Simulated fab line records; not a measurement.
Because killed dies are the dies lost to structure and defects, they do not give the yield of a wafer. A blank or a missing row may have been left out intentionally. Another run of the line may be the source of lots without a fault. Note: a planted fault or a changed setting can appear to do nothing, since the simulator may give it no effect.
fab line records	flow n5Finfet
record: lots: 7	wafers: 21
route steps=1938 shown MOL_CONTACT_COAG@565 BEOL_M0_SAQP@636 BEOL_M0_CUTY@702 BEOL_M1@770 BEOL_M2@879 BEOL_M3@950
startH: hours from the record's opening day to when the first of the lot's shown wafers began	waitH: hours since the lot's step before	" identical to the entry in the row above	L1.1+2: one row covering several wafers at once	- value missing, or start not given	* or withheld: withheld	< > ~ a bound
route shown NAME@n: names a module that has steps shown in the file, with the first one's number in the route	usual: mean and standard deviation over wafers with no fault	same: alike in all rows	chamber/n: place in a boat	sites: readings site by site	_std_site: the values' standard deviation	_edge_site: mean of outer sites minus mean of inner sites	radiusMm: for every site, how far away it sits from the centre of the wafer	mask NAME#n: copy n	behind: the last tool/chamber to shape the wafer	hold: what put the lot on hold/how long, in hours/how the hold closed	device: names the non-switching transistor (n, p or np)	end of line: tests run on the same wafers once the route is complete	a step without rows: its recipe alone	killed: dies that structure and defects cost at the first sort, which is not the same as the wafer's yield	map: dies across one wafer; x = killed, . = not, _ = none there
set.NAME: the setting that was run; set.NAME@STEP: the one run at that earlier step	model.NAME: the simulator's own value behind a step, which no gauge read
lots run with intentionally changed settings; tables by step, rows by wafer
== steps ==
step: N5_MOL_CONTACT_COAG_COAT_76
recipe: resist: SiARC	tempC: 220	timeS: 60	spinRpm: 1500	resistThkNm: 10
lot.wafer	tool	chamber	startH	waitH	set.spinRpm	model.SiARC_of_MOL_CONTACT_COAG_COAT_76.thkNm
L083.3	lithoTrack-01	0	-	-	1500	10
L083.4+6	"	0	"	"	1385	10.4
L090.1+2+6	lithoTrack-01	0	-	-	1500	10
L089.2+6	lithoTrack-01	0	-	-	1500	10
L089.5	"	0	"	"	1621	9.6
L091.2+5	lithoTrack-01	0	-	-	1424	10.2
L091.4	"	0	"	"	1500	10
L092.1+3	lithoTrack-01	0	-	-	1431	10.2
L092.5	"	0	"	"	1500	10
L094.2	lithoTrack-01	0	-	-	1351	10.6
L094.4+6	"	0	"	"	1500	10
L097.1+2+4	lithoTrack-02	0	-	-	1500	10
step: N5_MOL_CONTACT_COAG_COAT_77
recipe: resist: underlayer	tempC: 205	timeS: 60	spinRpm: 1500	resistThkNm: 10
step: N5_MOL_CONTACT_COAG_COAT_78
recipe: resist: CAR-EUV	spinRpm: 1500	resistThkNm: 40
step: N5_MOL_CONTACT_COAG_DESCUM_88
recipe: chemistry: O2	timeS: 7	sourcePowerW: 50	biasPowerW: 20	pressureMtorr: 20	rfFrequencyHz: 2.712e+07	tempC: 40	resist: CAR-EUV	o2FlowSccm: 225
step: N5_MOL_CONTACT_COAG_ETCH_89
recipe: chemistry: N2/H2	target: underlayer	targetDepthA: 130	maskMaterial: CAR-EUV	timeS: 10.4	ionEnergyEv: 200	pressureMtorr: 30	sourceW: 840	biasW: 150	n2FlowSccm: 200	h2FlowSccm: 200	ends: cleared
step: N5_MOL_CONTACT_COAG_ETCH_90
recipe: chemistry: CF4	target: SiARC	targetDepthA: 130	maskMaterial: CAR-EUV	timeS: 21.7	ionEnergyEv: 80	pressureMtorr: 40	sourceW: 545	biasW: 36	Ar_flow_sccm: 100	cf4FlowSccm: 100	ends: cleared
lot.wafer	tool	chamber	startH	waitH	set.spinRpm@MOL_CONTACT_COAG_COAT_76	model.etch.depthNm
L083.3	rieDiel-02	0	154.83	0.0	1500	10.02
L083.4	"	2	"	"	1385	10.4
L083.6	"	3	"	"	1385	10.43
L090.1	rieDiel-05	2	194.24	0.0	1500	9.989
L090.2	"	3	"	"	1500	9.973
L090.6	"	0	"	"	1500	9.987
L089.2	rieDiel-05	0	194.35	0.0	1500	9.974
L089.5	"	0	"	"	1621	9.636
L089.6	"	3	"	"	1500	9.957
L091.2	rieDiel-02	3	200.92	0.0	1424	10.27
L091.4	"	2	"	"	1500	9.988
L091.5	"	0	"	"	1424	10.25
L092.1	rieDiel-05	0	207.97	0.0	1431	10.28
L092.3	"	2	"	"	1431	10.25
L092.5	"	2	"	"	1500	10.02
L094.2	rieDiel-05	1	219.19	0.0	1351	10.57
L094.4	"	2	"	"	1500	9.998
L094.6	"	1	"	"	1500	10.03
L097.1+2	rieDiel-06	1,3	235.68	0.0	1500	9.971
L097.4	"	2	"	"	1500	9.991
step: N5_BEOL_M0_SAQP_PECVD_96
recipe: material: a-Si	targetThkA: 450	tempC: 350	precursor: SiH4/He	pressureTorr: 3	rfW: 100	timeS: 45.2
lot.wafer	tool	chamber	startH	waitH	set.timeS	model.a-Si_of_BEOL_M0_SAQP_PECVD_96.thkNm
L083.3	pecvd-01	2	161.71	0.0	45.2	44.2
L083.4	"	2	"	"	45.2	44.6
L083.6	"	0	"	"	45.2	45.8
L090.1	pecvd-03	2	201.50	0.0	45.2	45.2
L090.2	"	1	"	"	45.2	45
L090.6	"	0	"	"	45.2	44.8
L089.2	pecvd-01	2	204.33	0.0	41.22	41
L089.5	"	0	"	"	45.2	45.8
L089.6	"	2	"	"	45.2	45
L091.2	pecvd-04	2	207.97	0.0	45.2	43.6
L091.4	"	2	"	"	47.03	46.8
L091.5	"	1	"	"	45.2	44.8
L092.1	pecvd-01	1	215.28	0.0	39.24	39
L092.3	"	2	"	"	39.24	38.8
L092.5	"	2	"	"	45.2	45.8
L094.2	pecvd-03	2	227.78	0.0	45.2	44.2
L094.4	"	1	"	"	45.2	45
L094.6	"	1	"	"	42.51	42
L097.1	pecvd-04	2	242.33	0.0	45.2	44.8
L097.2	"	0	"	"	45.2	45.4
L097.4	"	1	"	"	45.2	45.6
step: N5_BEOL_M0_SAQP_ETCH_88
recipe: chemistry: N2/H2	target: underlayer	targetDepthA: 65	timeS: 5.2	ionEnergyEv: 200	maskMaterial: CAR-EUV	pressureMtorr: 30	sourceW: 840	biasW: 150	n2FlowSccm: 200	h2FlowSccm: 200	ends: cleared
usual: rfVppV: 523.7/2.4
lot.wafer	tool	chamber	startH	waitH	set.sourceW	rfVppV
L083.3	rieDiel-03	2	166.52	0.0	840	520.2
L083.4	"	3	"	"	773.8	541.5
L083.6	"	0	"	"	840	524.6
L090.1	rieDiel-03	2	206.56	0.0	840	518.9
L090.2	"	3	"	"	840	526.0
L090.6	"	1	"	"	840	522.4
L089.2	rieDiel-03	0	209.71	0.0	840	524.8
L089.5	"	3	"	"	840	525.9
L089.6	"	0	"	"	840	525.2
L091.2	rieDiel-03	0	212.52	0.0	840	524.4
L091.4	"	1	"	"	840	521.0
L091.5	"	3	"	"	840	526.5
L092.1	rieDiel-03	1	219.79	0.0	775.8	537.6
L092.3	"	3	"	"	775.8	540.2
L092.5	"	2	"	"	840	519.7
L094.2	rieDiel-01	1	233.19	0.0	840	524.7
L094.4	"	0	"	"	937.2	503.5
L094.6	"	3	"	"	840	519.3
L097.1	rieDiel-03	2	247.00	0.0	840	518.2
L097.2	"	0	"	"	840	525.7
L097.4	"	1	"	"	949.8	501.0
step: N5_BEOL_M0_CUTY_COAT_51
recipe: resist: CAR-ArF-block	spinRpm: 1500	resistThkNm: 150
lot.wafer	tool	chamber	startH	waitH	set.spinRpm	model.CAR-ArF-block_of_BEOL_M0_CUTY_COAT_51.thkNm
L083.3+4	lithoTrack-02	0	-	-	1413	154.6
L083.6	"	0	"	"	1500	150
L090.1	lithoTrack-03	0	-	-	1500	150
L090.2	"	0	"	"	1500	149.8
L090.6	"	0	"	"	1500	150.2
L089.2	lithoTrack-05	0	-	-	1628	143.6
L089.5	"	0	"	"	1500	150
L089.6	"	0	"	"	1628	144
L091.2	lithoTrack-02	0	-	-	1500	150.6
L091.4+5	"	0	"	"	1500	150.2
L092.1+5	lithoTrack-03	0	-	-	1586	146.4
L092.3	"	0	"	"	1500	150.2
L094.2	lithoTrack-02	0	-	-	1662	142.4
L094.4	"	0	"	"	1500	150
L094.6	"	0	"	"	1500	149.8
L097.1+4	lithoTrack-02	0	-	-	1500	149.8
L097.2	"	0	"	"	1500	150
step: N5_BEOL_M1_ETCH_64
recipe: chemistry: N2/H2	target: SOC	targetDepthA: 750	overetchA: 150	maskMaterial: SiARC	tempC: 40	timeS: 112.5	ionEnergyEv: 200	pressureMtorr: 30	sourceW: 840	biasW: 150	n2FlowSccm: 200	h2FlowSccm: 200
usual: rfVppV: 523.6/2.1
lot.wafer	tool	chamber	startH	waitH	set.sourceW	rfVppV	model.SiARC_of_BEOL_M1_COAT_62.thkNm
L083.3	rieDiel-03	2	175.57	0.0	697	553.6	7.4
L083.4	"	0	"	"	840	524.9	6.8
L083.6	"	2	"	"	840	520.2	6.8
L090.1	rieDiel-03	0	216.66	0.0	840	526.6	6.8
L090.2	"	1	"	"	840	523.3	6.6
L090.6	"	2	"	"	840	520.8	6.8
L089.2	rieDiel-04	0	216.85	0.0	951.3	504.5	6.4
L089.5	"	1	"	"	840	522.9	6.8
L089.6	"	0	"	"	840	527.5	6.8
L091.2	rieDiel-04	2	223.09	0.0	951.6	504.3	6.4
L091.4	"	0	"	"	951.6	505.8	6.2
L091.5	"	3	"	"	840	521.4	6.8
L092.1	rieDiel-04	2	229.19	0.0	933.2	506.8	6.4
L092.3	"	3	"	"	933.2	501.7	6.6
L092.5	"	3	"	"	933.2	502.0	6.6
L094.2	rieDiel-04	3	241.97	0.0	878.4	512.5	6.6
L094.4	"	2	"	"	840	524.4	6.6
L094.6	"	2	"	"	878.4	516.8	6.4
L097.1	rieDiel-04	1	256.81	0.0	840	524.4	6.8
L097.2	"	3	"	"	840	520.5	6.8
L097.4	"	0	"	"	840	524.1	6.6
step: N5_BEOL_M2_DESCUM_33
recipe: chemistry: O2	timeS: 7	sourcePowerW: 50	biasPowerW: 20	pressureMtorr: 20	rfFrequencyHz: 2.712e+07	tempC: 40	resist: CAR-EUV	o2FlowSccm: 225
lot.wafer	tool	chamber	startH	waitH	set.timeS	model.CAR-EUV_of_BEOL_M2_COAT_22.thkNm
L083.3+6	rieDiel-02	3,0	185.93	0.0	7.6	25.8
L083.4	"	1	"	"	7	26.2
L090.1+6	rieDiel-05	3,2	225.15	0.4	7	26.2
L090.2	"	2	"	"	7	26
L089.2+5	rieDiel-02	2	227.10	0.0	7	26
L089.6	"	1	"	"	6.539	26.2
L091.2+4+5	rieDiel-02	0,3,3	233.06	0.0	7	26
L092.1+3	rieDiel-05	2,1	243.38	0.2	8.201	25.4
L092.5	"	0	"	"	7	26
L094.2+6	rieDiel-05	3	253.52	0.0	7	26.2
L094.4	"	2	"	"	6.206	26.6
L097.1+2	rieDiel-02	3,2	271.30	0.2	5.643	26.8
L097.4	"	1	"	"	7	26
step: N5_BEOL_M2_ETCH_77
recipe: chemistry: N2/H2	target: underlayer	targetDepthA: 65	maskMaterial: CAR-EUV	timeS: 5.2	ionEnergyEv: 200	pressureMtorr: 30	sourceW: 840	biasW: 150	n2FlowSccm: 200	h2FlowSccm: 200	ends: cleared
lot.wafer	tool	chamber	startH	waitH	set.timeS@BEOL_M2_DESCUM_33	model.CAR-EUV_of_BEOL_M2_COAT_22.thkNm
L083.3+6	rieDiel-02	3,0	185.97	0.0	7.6	20
L083.4	"	1	"	"	7	20.4
L090.1+2+6	rieDiel-05	3,2,2	225.18	0.0	7	20.4
L089.2	rieDiel-02	2	227.14	0.0	7	20.2
L089.5	"	2	"	"	7	20.4
L089.6	"	1	"	"	6.539	20.4
L091.2+5	rieDiel-02	0,3	233.09	0.0	7	20.4
L091.4	"	3	"	"	7	20.2
L092.1+3	rieDiel-05	2,1	243.41	0.0	8.201	19.8
L092.5	"	0	"	"	7	20.4
L094.2+6	rieDiel-05	3	253.55	0.0	7	20.4
L094.4	"	2	"	"	6.206	20.8
L097.1+2	rieDiel-02	3,2	271.33	0.0	5.643	21
L097.4	"	1	"	"	7	20.4
step: N5_BEOL_M2_ETCH_69
recipe: chemistry: CF4	target: SiARC	targetDepthA: 156	maskMaterial: CAR-EUV	timeS: 26	ionEnergyEv: 80	pressureMtorr: 40	sourceW: 545	biasW: 36	Ar_flow_sccm: 100	cf4FlowSccm: 100	ends: cleared
lot.wafer	tool	chamber	startH	waitH	set.timeS@BEOL_M2_DESCUM_33	model.CAR-EUV_of_BEOL_M2_COAT_22.thkNm
L083.3+6	rieDiel-02	3,0	185.99	0.0	7.6	10.8
L083.4	"	1	"	"	7	11
L090.1+2+6	rieDiel-05	3,2,2	225.20	0.0	7	11.2
L089.2	rieDiel-02	2	227.15	0.0	7	11
L089.5	"	2	"	"	7	11.2
L089.6	"	1	"	"	6.539	11.2
L091.2+5	rieDiel-02	0,3	233.11	0.0	7	11.2
L091.4	"	3	"	"	7	11
L092.1+3	rieDiel-05	2,1	243.43	0.0	8.201	10.6
L092.5	"	0	"	"	7	11
L094.2+6	rieDiel-05	3	253.57	0.0	7	11.2
L094.4	"	2	"	"	6.206	11.6
L097.1+2	rieDiel-02	3,2	271.35	0.0	5.643	11.8
L097.4	"	1	"	"	7	11.2
step: N5_BEOL_M2_ALD_98
recipe: material: SiO2	targetThkA: 25	tempC: 100	aldPrecursorFamily: BDEAS	aldCoReactant: O2-plasma	pulseTimeS: 1	coReactantPulseTimeS: 1	purgeTimeS: 2	coReactantPurgeTimeS: 2	aldCycles: 17	pressureTorr: 2
step: N5_BEOL_M2_ETCHBACK_99
recipe: chemistry: CHF3	target: SiO2	targetDepthA: 50	timeS: 10.4	sourceW: 215	biasW: 47	Ar_flow_sccm: 200	CHF3_flow_sccm: 12	ionEnergyEv: 100	pressureMtorr: 30
lot.wafer	tool	chamber	startH	waitH	set.timeS@BEOL_M2_DESCUM_33	model.CAR-EUV_of_BEOL_M2_COAT_22.thkNm
L083.3+6	rieDiel-06	1,2	189.36	3.1	7.6	10
L083.4	"	3	"	"	7	10.4
L090.1	rieDiel-02	2	230.88	4.8	7	10.6
L090.2+6	"	3,2	"	"	7	10.4
L089.2+5	rieDiel-06	3,1	230.97	3.7	7	10.4
L089.6	"	0	"	"	6.539	10.6
L091.2+5	rieDiel-06	1	233.93	0.7	7	10.4
L091.4	"	0	"	"	7	10.2
L092.1+3	rieDiel-05	1,2	246.67	3.1	8.201	9.8
L092.5	"	1	"	"	7	10.4
L094.2+6	rieDiel-05	1,3	255.10	1.4	7	10.6
L094.4	"	3	"	"	6.206	11
L097.1	rieDiel-06	2	276.15	4.4	5.643	11.2
L097.2	"	1	"	"	5.643	11
L097.4	"	3	"	"	7	10.4
step: N5_BEOL_M2_ETCH_70
recipe: chemistry: N2/H2	target: SOC	targetDepthA: 800	overetchA: 240	maskMaterial: SiARC	tempC: 40	timeS: 130	ionEnergyEv: 200	pressureMtorr: 30	sourceW: 840	biasW: 150	n2FlowSccm: 200	h2FlowSccm: 200
usual: rfVppV: 522.8/2.1
lot.wafer	tool	chamber	startH	waitH	set.biasW	rfVppV	model.SiARC_of_BEOL_M2_COAT_68.thkNm
L083.3	rieDiel-06	1	189.39	0.0	150	528.3	6
L083.4	"	3	"	"	150	526.6	6.2
L083.6	"	2	"	"	150	522.0	5.8
L090.1	rieDiel-02	2	230.91	0.0	150	522.1	6
L090.2	"	3	"	"	150	523.3	5.6
L090.6	"	2	"	"	150	521.6	6
L089.2	rieDiel-06	3	231.00	0.0	132.8	486.6	7
L089.5	"	1	"	"	150	527.1	6
L089.6	"	0	"	"	150	521.3	5.8
L091.2	rieDiel-06	1	233.97	0.0	150	528.2	5.8
L091.4	"	0	"	"	150	520.5	5.6
L091.5	"	1	"	"	157.7	544.7	5.4
L092.1	rieDiel-05	1	246.71	0.0	150	523.4	5.6
L092.3	"	2	"	"	150	523.7	5.6
L092.5	"	1	"	"	150	521.9	5.6
L094.2	rieDiel-05	1	255.14	0.0	150	521.4	5.6
L094.4	"	3	"	"	150	522.8	6
L094.6	"	3	"	"	126.7	470.6	7.4
L097.1	rieDiel-06	2	276.19	0.0	168.5	562.3	4.8
L097.2	"	1	"	"	150	528.4	5.8
L097.4	"	3	"	"	168.5	566.6	5.2
step: N5_BEOL_M3_ETCH_64
recipe: chemistry: N2/H2	target: SOC	targetDepthA: 750	overetchA: 150	maskMaterial: SiARC	tempC: 40	timeS: 112.5	ionEnergyEv: 200	pressureMtorr: 30	sourceW: 840	biasW: 150	n2FlowSccm: 200	h2FlowSccm: 200
lot.wafer	tool	chamber	startH	waitH	set.timeS	model.SiARC_of_BEOL_M3_COAT_62.thkNm
L083.3+4	rieDiel-03	3,2	196.53	0.0	90.78	7.8
L083.6	"	2	"	"	112.5	6.8
L090.1+6	rieDiel-03	3,0	236.10	0.0	112.5	6.8
L090.2	"	0	"	"	112.5	6.6
L089.2	rieDiel-01	1	236.43	0.0	112.5	7
L089.5	"	1	"	"	124.6	6.4
L089.6	"	2	"	"	112.5	6.6
L091.2+5	rieDiel-03	3,2	241.13	0.0	124.6	6.4
L091.4	"	1	"	"	112.5	6.6
L092.1	rieDiel-03	2	253.50	0.0	112.5	6.8
L092.3	"	3	"	"	121.2	6.6
L092.5	"	1	"	"	112.5	6.6
L094.2+4	rieDiel-04	3,1	261.60	0.0	112.5	6.8
L094.6	"	0	"	"	94.82	7.6
L097.1+4	rieDiel-01	3,0	285.21	0.0	112.5	6.8
L097.2	"	1	"	"	129.3	6.2
step: N5_BEOL_M3_COAT_76
recipe: resist: underlayer	tempC: 205	timeS: 60	spinRpm: 1500	resistThkNm: 5
lot.wafer	tool	chamber	startH	waitH	set.spinRpm
L083.3+4+6	lithoTrack-01	0	-	-	1500
L090.1+2+6	lithoTrack-05	0	-	-	1500
L089.2+5+6	lithoTrack-01	0	-	-	1500
L091.2+4	lithoTrack-02	0	-	-	1500
L091.5	"	0	"	"	1438
L092.1	lithoTrack-01	0	-	-	1590
L092.3+5	"	0	"	"	1500
L094.2+4+6	lithoTrack-05	0	-	-	1381
L097.1+2+4	lithoTrack-05	0	-	-	1500
step: N5_BEOL_M3_COAT_22
recipe: resist: CAR-EUV	spinRpm: 1500	resistThkNm: 30
step: N5_BEOL_M3_EBR_24
recipe: solvent: PGMEA	ebrWidthMm: 1.5
step: N5_BEOL_M3_DESCUM_33
recipe: chemistry: O2	timeS: 7	sourcePowerW: 50	biasPowerW: 20	pressureMtorr: 20	rfFrequencyHz: 2.712e+07	tempC: 40	resist: CAR-EUV	o2FlowSccm: 225
step: N5_BEOL_M3_ETCH_77
recipe: chemistry: N2/H2	target: underlayer	targetDepthA: 65	maskMaterial: CAR-EUV	timeS: 5.2	ionEnergyEv: 200	pressureMtorr: 30	sourceW: 840	biasW: 150	n2FlowSccm: 200	h2FlowSccm: 200	ends: cleared
lot.wafer	tool	chamber	startH	waitH	set.spinRpm@BEOL_M3_COAT_76	model.etch.depthNm
L083.3	rieDiel-03	0	197.37	0.0	1500	5.004
L083.4	"	3	"	"	1500	5.008
L083.6	"	1	"	"	1500	5.002
L090.1	rieDiel-04	1	236.97	0.0	1500	5.015
L090.2	"	0	"	"	1500	5.007
L090.6	"	2	"	"	1500	5.01
L089.2	rieDiel-03	0	237.36	0.0	1500	5.003
L089.5	"	2	"	"	1500	4.996
L089.6	"	1	"	"	1500	5
L091.2	rieDiel-03	2	242.15	0.0	1500	4.977
L091.4	"	1	"	"	1500	4.993
L091.5	"	3	"	"	1438	5.097
L092.1	rieDiel-04	1	254.45	0.0	1590	4.862
L092.3+5	"	2	"	"	1500	5.011
L094.2	rieDiel-03	2	262.55	0.0	1381	5.231
L094.4	"	1	"	"	1381	5.232
L094.6	"	0	"	"	1381	5.217
L097.1	rieDiel-03	3	286.16	0.0	1500	5.023
L097.2	"	0	"	"	1500	5.028
L097.4	"	2	"	"	1500	5.018
== key ==
split: step: N5_MOL_CONTACT_COAG_COAT_76	setting: spinRpm	stated: 1500	by: wafer
response: step: N5_MOL_CONTACT_COAG_COAT_76	reading: model.SiARC_of_MOL_CONTACT_COAG_COAT_76.thkNm	change: -0.0527	per: 1%	r: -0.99
response: step: N5_MOL_CONTACT_COAG_ETCH_90	reading: model.etch.depthNm	change: -0.0509	per: 1%	r: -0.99
split: step: N5_BEOL_M0_SAQP_PECVD_96	setting: timeS	stated: 45.2	by: wafer
response: step: N5_BEOL_M0_SAQP_PECVD_96	reading: model.a-Si_of_BEOL_M0_SAQP_PECVD_96.thkNm	change: +0.514	per: 1%	r: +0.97
split: step: N5_BEOL_M0_SAQP_ETCH_88	setting: sourceW	stated: 840	by: wafer
response: step: N5_BEOL_M0_SAQP_ETCH_88	reading: rfVppV	change: -1.84	per: 1%	r: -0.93
split: step: N5_BEOL_M0_CUTY_COAT_51	setting: spinRpm	stated: 1500	by: wafer
response: step: N5_BEOL_M0_CUTY_COAT_51	reading: model.CAR-ArF-block_of_BEOL_M0_CUTY_COAT_51.thkNm	change: -0.712	per: 1%	r: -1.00
split: step: N5_BEOL_M1_ETCH_64	setting: sourceW	stated: 840	by: wafer
response: step: N5_BEOL_M1_ETCH_64	reading: rfVppV	change: -1.6	per: 1%	r: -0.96
response: step: N5_BEOL_M1_ETCH_64	reading: model.SiARC_of_BEOL_M1_COAT_62.thkNm	change: -0.0341	per: 1%	r: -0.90
split: step: N5_BEOL_M2_DESCUM_33	setting: timeS	stated: 7	by: wafer
response: step: N5_BEOL_M2_DESCUM_33	reading: model.CAR-EUV_of_BEOL_M2_COAT_22.thkNm	change: -0.0383	per: 1%	r: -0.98
response: step: N5_BEOL_M2_ETCH_77	reading: model.CAR-EUV_of_BEOL_M2_COAT_22.thkNm	change: -0.0334	per: 1%	r: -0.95
response: step: N5_BEOL_M2_ETCH_69	reading: model.CAR-EUV_of_BEOL_M2_COAT_22.thkNm	change: -0.0277	per: 1%	r: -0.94
response: step: N5_BEOL_M2_ETCHBACK_99	reading: model.CAR-EUV_of_BEOL_M2_COAT_22.thkNm	change: -0.0362	per: 1%	r: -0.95
split: step: N5_BEOL_M2_ETCH_70	setting: biasW	stated: 150	by: wafer
response: step: N5_BEOL_M2_ETCH_70	reading: rfVppV	change: +3.23	per: 1%	r: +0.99
response: step: N5_BEOL_M2_ETCH_70	reading: model.SiARC_of_BEOL_M2_COAT_68.thkNm	change: -0.0887	per: 1%	r: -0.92
split: step: N5_BEOL_M3_ETCH_64	setting: timeS	stated: 112.5	by: wafer
response: step: N5_BEOL_M3_ETCH_64	reading: model.SiARC_of_BEOL_M3_COAT_62.thkNm	change: -0.0424	per: 1%	r: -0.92
split: step: N5_BEOL_M3_COAT_76	setting: spinRpm	stated: 1500	by: wafer
response: step: N5_BEOL_M3_ETCH_77	reading: model.etch.depthNm	change: -0.0254	per: 1%	r: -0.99
